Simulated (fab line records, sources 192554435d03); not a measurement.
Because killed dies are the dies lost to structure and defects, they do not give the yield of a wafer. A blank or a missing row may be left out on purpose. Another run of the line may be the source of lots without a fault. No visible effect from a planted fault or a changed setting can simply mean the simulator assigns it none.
fab line records ; flow n5-finfet
[record] lots = 10; wafers = 30; last-day = 16
route steps=1938 shown BEOL_M4@1111 BEOL_M13@1700 BEOL_M14@1718 PASSIVATION@1936
lots untouched by any fault: they come from a run of this same line in which no faults occurred
start-h: start of the lot's first displayed wafer, in hours after the record's first day ; wait-h: hours elapsed since this lot's preceding step ; " same as the row above ; L1.1+2: one row covering several wafers at once ; - no value, or no start was given ; * or withheld: withheld ; < > ~ a bound
route shown NAME@n: a module of which the file shows steps, and the number in the route of the first ; usual: mean/standard deviation of fault-free wafers ; same: alike in all rows ; chamber/n: place in a boat ; sites: the reading at each site ; _std_site: the standard deviation of these ; _edge_site: outer sites' mean less inner sites' ; radius-mm: for every site, how far away it sits from the centre of the wafer ; mask NAME#n: copy n ; behind: the last tool/chamber to shape the wafer ; hold: what put the lot on hold/how long, in hours/how the hold closed ; device: the n, p or np transistor that did not switch ; end of line: the route-end tests of the same wafers ; a step with no rows: only its recipe ; killed: dies lost to structure and defects at the first sort, not the wafer's yield ; map: the dies of a wafer, with x for killed, . for not killed, _ for no die there
set.NAME: the setting as run; set.NAME@STEP: as run at that earlier step ; model.NAME: the simulator's own value behind a step, which no gauge read
the route's steps for a sample of lots (tables are steps, rows are wafers)
services: the hour from which a tool's chamber was out of use, counted from the record's first day as start-h (under 0 if before that day), plus the number of hours and why
[[steps]]
[step N5_BEOL_M4_RC_MEAS_101]
[usual] DIBL_N = 35.9/1.6; DIBL_P = 35.6/2.1; IOFF_N = 0.149/0.029; IOFF_P = 0.20/0.033; ION_N = 671/11; ION_P = 460/7.3; SS_N = 71.4/0.62; SS_P = 73.2/0.65; VT_N = 251/3.1; VT_P = -251/3.4
lot.wafer;tool;chamber;start-h;wait-h;DIBL_N[mV/V];DIBL_P[mV/V];IOFF_N[nA/um];IOFF_P[nA/um];ION_N[uA/um];ION_P[uA/um];SS_N[mV/dec];SS_P[mV/dec];VT_N[mV];VT_P[mV]
L112.3;prober-01;0;180.00;0.3;34.8;36.8;0.153;0.19;687;462;71.7;73.5;252;-255
L112.4;prober-01;0;180.00;0.3;35.9;38.6;0.169;0.20;676;455;72.1;73.4;252;-253
L112.6;prober-01;0;180.00;0.3;33.8;35.6;0.124;0.17;654;454;71.4;72.9;260;-256
L116.1;prober-02;0;196.43;0.0;36.4;36.1;0.144;0.17;659;444;72.3;72.7;252;-258
L116.2;prober-02;0;196.43;0.0;35.6;37.0;0.144;0.18;665;452;71.3;72.4;250;-254
L116.4;prober-02;0;196.43;0.0;36.7;38.0;0.158;0.20;668;459;71.3;73.1;251;-252
L115.1;prober-02;0;199.72;0.0;35.4;33.4;0.133;0.18;668;459;70.8;72.8;251;-251
L115.3;prober-02;0;199.72;0.0;34.4;31.4;0.114;0.15;664;456;71.0;72.5;254;-254
L115.5;prober-02;0;199.72;0.0;36.6;34.7;0.152;0.19;677;459;71.3;73.8;250;-251
L122.2;prober-02;0;233.70;0.2;37.6;37.5;0.173;0.20;676;456;71.4;73.9;248;-255
L122.3;prober-02;0;233.70;0.2;37.4;37.5;0.169;0.19;675;458;71.1;73.7;248;-254
L122.5;prober-02;0;233.70;0.2;33.8;32.5;0.115;0.14;655;450;70.4;72.9;251;-256
L125.1;prober-01;0;257.33;0.0;37.1;35.7;0.152;0.18;673;462;71.7;73.0;252;-253
L125.5;prober-01;0;257.33;0.0;37.1;36.3;0.158;0.19;670;464;72.0;73.3;250;-253
L125.6;prober-01;0;257.33;0.0;37.4;37.6;0.155;0.20;677;460;72.0;73.9;251;-250
L126.2;prober-02;0;257.76;0.2;36.0;33.6;0.126;0.16;662;457;71.7;72.8;252;-255
L126.5;prober-02;0;257.76;0.2;37.8;36.3;0.148;0.20;673;454;71.1;73.7;251;-251
L126.6;prober-02;0;257.76;0.2;35.8;34.2;0.125;0.17;663;459;71.1;73.1;254;-252
L127.1;prober-02;0;273.80;0.0;37.3;38.0;0.163;0.23;665;458;72.7;73.9;250;-251
L127.2;prober-02;0;273.80;0.0;36.2;35.3;0.141;0.18;656;450;71.8;73.1;253;-257
L127.6;prober-02;0;273.80;0.0;36.7;35.5;0.150;0.19;661;458;72.4;73.3;253;-254
L128.1;prober-02;0;277.04;0.0;35.2;34.7;0.118;0.16;661;454;71.2;73.4;254;-257
L128.3;prober-02;0;277.04;0.0;36.1;35.8;0.131;0.18;667;457;71.2;73.6;255;-252
L128.4;prober-02;0;277.04;0.0;35.1;34.6;0.127;0.16;680;464;70.7;73.3;251;-255
L130.1;prober-01;0;283.36;0.0;35.7;34.9;0.132;0.20;672;465;72.0;73.4;254;-250
L130.2;prober-01;0;283.36;0.0;33.7;32.6;0.110;0.17;651;454;70.9;72.2;254;-249
L130.3;prober-01;0;283.36;0.0;36.3;35.9;0.150;0.21;664;453;71.7;73.2;252;-248
L131.2;prober-02;0;288.99;0.2;36.6;35.6;0.183;0.23;677;466;72.1;73.3;245;-249
L131.3;prober-02;0;288.99;0.2;35.3;35.2;0.175;0.23;686;469;71.3;73.8;245;-248
L131.5;prober-02;0;288.99;0.2;35.5;34.1;0.161;0.20;670;457;72.1;73.5;248;-251
[step N5_BEOL_M13_ETCH_38]
[recipe] chemistry = CF4/N2; target = SiCN; target-depth-a = 675; taper-deg = 2; time-s = 71.9; ion-energy-ev = 150; mask-material = SiO2; pressure-mtorr = 40; source-w = 430; bias-w = 70; Ar_flow_sccm = 100; cf4-flow-sccm = 60; n2-flow-sccm = 60
[usual] drypump-motor-current-A = 5.7/0.37; oes-product-au = 0.76/0.095; rf-vpp-V = 381.8/1.8; showerhead-plenum-p-Torr = 2.19/0.064; throttle-valve-pct = 15.57/0.23
lot.wafer;tool;chamber;start-h;wait-h;drypump-motor-current-A;oes-product-au;rf-hours-counter-h;rf-vpp-V;showerhead-plenum-p-Torr;throttle-valve-pct
L112.3;rie-diel-01;2;247.76;-;6.3;0.72;188;381.5;2.19;15.62
L112.4;rie-diel-01;3;247.76;-;5.8;0.70;200;379.5;2.11;15.49
L112.6;rie-diel-01;0;247.76;-;5.3;0.97;-;383.0;2.25;15.39
L115.1;rie-diel-01;3;270.77;-;5.8;0.70;207;378.7;2.10;15.49
L115.3;rie-diel-01;2;270.77;-;6.2;0.71;194;381.9;2.19;15.63
L115.5;rie-diel-01;1;270.77;-;6.0;0.85;-;383.6;2.23;15.08
L116.1;rie-diel-03;0;272.20;-;5.7;0.70;174;384.2;2.29;15.75
L116.2;rie-diel-03;1;272.20;-;5.8;0.71;211;381.6;2.19;15.65
L116.4;rie-diel-03;3;272.20;-;5.2;0.72;208;383.9;2.28;15.77
L122.2;rie-diel-03;1;301.14;-;5.7;0.70;219;381.8;2.19;15.68
L122.3;rie-diel-03;3;301.14;-;5.3;0.72;217;384.6;2.28;15.79
L122.5;rie-diel-03;1;301.14;-;5.7;0.71;-;381.6;2.19;15.67
L126.2;rie-diel-04;0;329.40;-;4.7;0.67;247;379.0;2.08;15.69
L126.5;rie-diel-04;2;329.40;-;5.7;0.68;-;384.0;2.26;15.25
L126.6;rie-diel-04;3;329.40;-;5.9;0.99;-;381.9;2.17;15.51
L125.1;rie-diel-04;3;330.13;-;5.9;0.99;7;379.6;2.17;15.54
L125.5;rie-diel-04;0;330.13;-;4.7;0.66;-;378.8;2.08;15.70
L125.6;rie-diel-04;3;330.13;-;5.9;0.97;-;382.0;2.17;15.53
L128.1;rie-diel-01;2;345.65;-;6.2;0.68;221;382.7;2.18;15.68
L128.3;rie-diel-01;0;345.65;-;5.3;0.89;43;382.3;2.24;15.44
L128.4;rie-diel-01;3;345.65;-;5.8;0.67;230;378.4;2.10;15.54
L127.1;rie-diel-01;0;346.25;-;5.2;0.89;43;382.1;2.24;15.46
L127.2;rie-diel-01;2;346.25;-;6.3;0.69;221;381.3;2.18;15.69
L127.6;rie-diel-01;2;346.25;-;6.3;0.68;-;381.9;2.18;15.68
L130.1;rie-diel-01;1;355.50;-;6.0;0.82;87;381.1;2.22;15.13
L130.2;rie-diel-01;3;355.50;-;5.8;0.68;233;378.9;2.10;15.56
L130.3;rie-diel-01;2;355.50;-;6.3;0.68;224;381.5;2.18;15.69
L131.2;rie-diel-01;0;360.08;-;5.2;0.88;48;383.0;2.23;15.47
L131.3;rie-diel-01;1;360.08;-;6.0;0.81;89;380.9;2.22;15.15
L131.5;rie-diel-01;2;360.08;-;6.3;0.69;-;381.8;2.18;15.69
[step N5_BEOL_M13_CMP_49]
[recipe] stop-on = SiOC; t-overpolish-s = 17.1; down-force-psi = 1; platen-rpm = 50; clearing-platen-down-force-psi = 1.5; clearing-platen-rpm = 50; post-cmp-clean = cu-alkaline; target-thk-nm = 420; clearing-platen-pad-velocity-m-s = 0.99484; pad-velocity-m-s = 0.99484
[usual] barrier-field-endpoint-s = 30.4/0.71; clearing-platen-rpm = 49.996/0.026; motor-current-A = 6.3/0.6; overpolish-run-s = 17.101/0.0093
lot.wafer;tool;chamber;start-h;wait-h;barrier-field-endpoint-s;clearing-platen-rpm;motor-current-A;overpolish-run-s
L112.4;cmp-03;0;249.70;0.1;31.1;49.991;7.0;17.108
L112.3;cmp-03;1;249.70;0.1;31.1;49.973;7.0;17.110
L112.6;cmp-03;1;249.70;0.1;30.1;49.988;7.2;17.099
L115.3;cmp-02;2;272.92;0.2;30.5;50.004;6.2;17.100
L115.1;cmp-02;0;272.92;0.2;28.9;50.007;6.4;17.120
L115.5;cmp-02;2;272.92;0.2;30.0;49.951;6.1;17.098
L116.2;cmp-03;0;273.60;0.2;30.2;50.001;6.5;17.099
L116.1;cmp-03;1;273.60;0.2;29.7;49.993;7.1;17.091
L116.4;cmp-03;2;273.60;0.2;30.7;49.995;5.3;17.102
L122.2;cmp-04;0;302.68;0.3;30.8;50.002;7.2;17.101
L122.3;cmp-04;1;302.68;0.3;29.4;49.978;5.3;17.120
L122.5;cmp-04;2;302.68;0.3;29.6;50.033;6.0;17.105
L126.2;cmp-02;3;330.87;0.3;30.6;50.023;5.6;17.106
L126.6;cmp-02;0;330.87;0.3;31.2;49.980;6.5;17.110
L126.5;cmp-02;1;330.87;0.3;32.0;49.964;6.4;17.113
L125.1;cmp-02;2;331.49;0.3;30.9;49.975;6.1;17.111
L125.5;cmp-02;0;331.49;0.3;29.1;49.957;6.6;17.101
L125.6;cmp-02;1;331.49;0.3;30.6;50.006;6.7;17.096
L128.4;cmp-02;0;347.15;0.1;30.2;50.000;6.4;17.112
L128.3;cmp-02;1;347.15;0.1;31.6;49.973;6.7;17.097
L128.1;cmp-02;2;347.15;0.1;31.0;50.056;6.2;17.111
L127.1;cmp-02;1;347.70;0.3;31.8;49.954;6.3;17.093
L127.2;cmp-02;0;347.70;0.3;31.3;50.022;6.4;17.102
L127.6;cmp-02;2;347.70;0.3;31.8;50.007;6.1;17.103
L130.1;cmp-02;0;357.12;0.3;29.3;49.932;6.4;17.104
L130.3;cmp-02;1;357.12;0.3;30.0;50.038;6.3;17.104
L130.2;cmp-02;2;357.12;0.3;30.8;50.005;6.2;17.098
L131.2;cmp-02;3;361.63;0.4;29.5;49.985;5.3;17.105
L131.3;cmp-02;0;361.63;0.4;29.6;49.975;6.5;17.081
L131.5;cmp-02;2;361.63;0.4;30.5;49.979;6.3;17.108
[step N5_BEOL_M14_COAT_58]
[recipe] resist = BARC; temp-c = 205; time-s = 60; spin-rpm = 1500; resist-thk-nm = 89
[usual] plate-temp-C = 205.01/0.16; spin-speed-rpm = 1500.0/0.9
lot.wafer;tool;chamber;start-h;wait-h;plate-temp-C;spin-speed-rpm
L112.3;litho-track-01;0;250.52;0.0;205.05;1499.7
L112.4;litho-track-01;0;250.52;0.0;205.27;1499.2
L112.6;litho-track-01;0;250.52;0.0;205.14;1500.5
L115.1;litho-track-04;0;273.66;0.0;204.94;1499.2
L115.3;litho-track-04;0;273.66;0.0;204.94;1500.2
L115.5;litho-track-04;0;273.66;0.0;204.99;1498.3
L116.1;litho-track-04;0;274.34;0.0;205.03;1500.0
L116.2;litho-track-04;0;274.34;0.0;204.83;1500.4
L116.4;litho-track-04;0;274.34;0.0;205.08;1500.0
L122.2;litho-track-01;0;303.31;0.0;205.02;1500.7
L122.3;litho-track-01;0;303.31;0.0;205.12;1499.5
L122.5;litho-track-01;0;303.31;0.0;205.07;1498.6
L126.2;litho-track-03;0;331.46;0.0;204.83;1500.0
L126.5;litho-track-03;0;331.46;0.0;204.83;1500.0
L126.6;litho-track-03;0;331.46;0.0;205.05;1500.0
L125.1;litho-track-03;0;332.12;0.0;205.17;1500.2
L125.5;litho-track-03;0;332.12;0.0;205.15;1499.9
L125.6;litho-track-03;0;332.12;0.0;205.04;1498.6
L128.1;litho-track-04;0;347.86;0.0;205.29;1499.7
L128.3;litho-track-04;0;347.86;0.0;204.96;1500.3
L128.4;litho-track-04;0;347.86;0.0;205.34;1498.7
L127.1;litho-track-04;0;348.41;0.0;205.20;1500.1
L127.2;litho-track-04;0;348.41;0.0;205.31;1499.6
L127.6;litho-track-04;0;348.41;0.0;205.23;1500.3
L130.1;litho-track-03;0;357.83;0.0;204.88;2226.8
L130.2;litho-track-03;0;357.83;0.0;204.83;2227.2
L130.3;litho-track-03;0;357.83;0.0;205.00;2226.7
L131.2;litho-track-03;0;362.30;0.0;205.29;2228.6
L131.3;litho-track-03;0;362.30;0.0;205.20;2227.6
L131.5;litho-track-03;0;362.30;0.0;205.14;2228.8
[step N5_PASSIVATION_PROBE_49]
[usual] defect-limited-yield = 90.9/1.5; killed_at_M0_to_M3 = 36/9.9; killed_at_M4_up = 13/4.5; killed-at-contacts = 13/6.4; killed-at-front-end = 42/12; killed-at-other = 3.4/3; killed-dies = 107/18; killed-open = 69/13; killed-short = 35/8.2; sort_bin_5_function = 5.3/1.1; sort_bin_6_memory = 3.4/0.69; sort-n-pass = 1073/18; sort-yield-pct = 90.9/1.5
[same] gross-dies = 1180; killed-at-back-side = 0; sort_bin_4_leakage[%] = 0; sort_bin_8_speed[%] = 0
lot.wafer;tool;chamber;start-h;wait-h;defect-limited-yield[%];killed_at_M0_to_M3;killed_at_M4_up;killed-at-contacts;killed-at-front-end;killed-at-other;killed-dies;killed-open;killed-short;sort_bin_5_function[%];sort_bin_6_memory[%];sort-n-pass;sort-yield-pct[%]
L130.1;prober-02;-;386.71;0.0;82.2;33;125;14;22;16;210;55;37;11.4;3.5;970;82.2
L130.2;prober-02;-;386.76;0.1;86.7;26;81;17;23;10;157;54;31;8.4;2.9;1023;86.7
L130.3;prober-02;-;386.81;0.1;82.4;29;137;3;26;13;208;63;23;10.4;4.2;972;82.4
L131.2;prober-01;-;391.68;0.1;81.2;31;144;11;35;1;222;55;32;12.8;3.7;958;81.2
L131.3;prober-01;-;391.73;0.1;84.5;37;93;9;39;5;183;70;34;9.4;4.1;997;84.5
L131.5;prober-01;-;391.83;0.2;80.2;39;139;16;37;3;234;66;34;10.9;6.6;946;80.2
// killed by level:class
L130.1 BEOL_M7:unspecified=116 BEOL_M0_SAQP:geometric-particle:open=13 MOL_CONTACT_COAG:geometric-particle:open=11 BEOL_M0_SAQP:geometric-particle:short=11 PAD_METAL:geometric-particle:short=5 MIM_TOP:geometric-particle:short=5 FIN_SAQP:geometric-particle:open=3 FIN_SAQP:geometric-particle:short=3
L130.2 BEOL_M7:unspecified=71 MOL_CONTACT_COAG:geometric-particle:open=16 BEOL_M0_SAQP:geometric-particle:open=7 BEOL_M2:geometric-particle:open=7 FIN_SAQP:geometric-particle:short=5 STI_FIN_REVEAL:geometric-particle:open=4 BEOL_M0_SAQP:geometric-particle:short=4 PAD_METAL:geometric-particle:short=4
L130.3 BEOL_M7:unspecified=120 FIN_SAQP:geometric-particle:open=11 BEOL_M0_SAQP:geometric-particle:open=7 BEOL_M1:geometric-particle:open=6 BEOL_M2:geometric-particle:open=6 BEOL_M4:geometric-particle:open=4 PAD_METAL:geometric-particle:open=4 PAD_METAL:geometric-particle:short=4
L131.2 BEOL_M7:unspecified=129 FIN_SAQP:geometric-particle:open=13 FIN_SAQP:geometric-particle:short=10 MOL_CONTACT_COAG:geometric-particle:open=8 BEOL_M2:geometric-particle:open=6 BEOL_M0_SAQP:geometric-particle:open=5 BEOL_M3:geometric-particle:open=5 BEOL_M4:geometric-particle:open=5
L131.3 BEOL_M7:unspecified=76 BEOL_M4:geometric-particle:open=13 FIN_SAQP:geometric-particle:short=10 FIN_SAQP:geometric-particle:open=9 BEOL_M0_SAQP:geometric-particle:open=9 MOL_CONTACT_COAG:geometric-particle:open=8 DUMMY_GATE:geometric-particle:open=7 BEOL_M0_SAQP:geometric-particle:short=7
L131.5 BEOL_M7:unspecified=127 MOL_CONTACT_COAG:geometric-particle:open=12 BEOL_M1:geometric-particle:open=9 FIN_SAQP:geometric-particle:short=8 BEOL_M0_SAQP:geometric-particle:open=8 BEOL_M4:geometric-particle:open=7 DUMMY_GATE:geometric-particle:open=6 BEOL_M0_SAQP:geometric-particle:short=6
[[services]]
tool;chamber;start-h;hours;kind
cmp-04;-;223.82;2.0;repair
rie-diel-04;0;241.77;2.9;repair
rie-diel-03;3;243.02;4.6;repair
cmp-03;-;249.92;4.0;pm
cmp-03;-;253.92;-;consumable-replace:conditioner
cmp-03;-;253.92;-;consumable-replace:pad
cmp-04;-;254.89;5.3;pm
rie-diel-04;3;266.66;7.7;repair
cmp-03;-;269.87;0.8;repair
cmp-03;-;277.03;0.6;repair
cmp-03;-;290.48;0.4;repair
rie-diel-03;2;305.25;9.0;repair
litho-track-03;-;305.49;-;consumable-replace:filter
rie-diel-01;3;312.30;7.9;repair
rie-diel-01;0;314.42;5.3;repair
cmp-03;-;318.91;0.3;repair
rie-diel-01;0;332.02;2.5;repair
cmp-02;-;333.85;0.5;repair
cmp-04;-;335.44;0.7;repair
rie-diel-04;0;340.23;7.5;repair
rie-diel-04;2;341.48;8.4;repair
rie-diel-03;-;354.71;1.2;repair
cmp-03;-;358.35;1.5;repair
cmp-04;-;359.68;1.9;repair
[[key]]
[first-sign] step = N5_BEOL_M14_COAT_58; reading = spin-speed-rpm; direction = up; sigmas = 99+; usual = *; struck = *
[effect] step = N5_PASSIVATION_PROBE_49; reading = killed_at_M4_up; direction = up; sigmas = 24; usual = 13; struck = 120
met-at N5_BEOL_M14_COAT_58
struck-lots L130,L131
not-acting-at N5_BEOL_M13_ETCH_38,N5_BEOL_M13_CMP_49
onset-between 332.12 357.83
[earlier-fault] kind = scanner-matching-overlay; tool = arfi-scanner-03; chamber = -; onset-h = 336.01; steps = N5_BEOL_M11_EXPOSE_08; offset = 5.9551
[earlier-fault] kind = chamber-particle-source; tool = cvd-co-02; chamber = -; onset-h = 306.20; steps = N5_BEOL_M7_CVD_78; rate-per-visit-cm2 = 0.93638
[fault] kind = process-parameter-drift; tool = litho-track-03; chamber = -; onset-h = 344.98; steps = N5_BEOL_M14_COAT_58; channel = spin-rpm; offset = *; shape = step; acts-in = *; stated = *
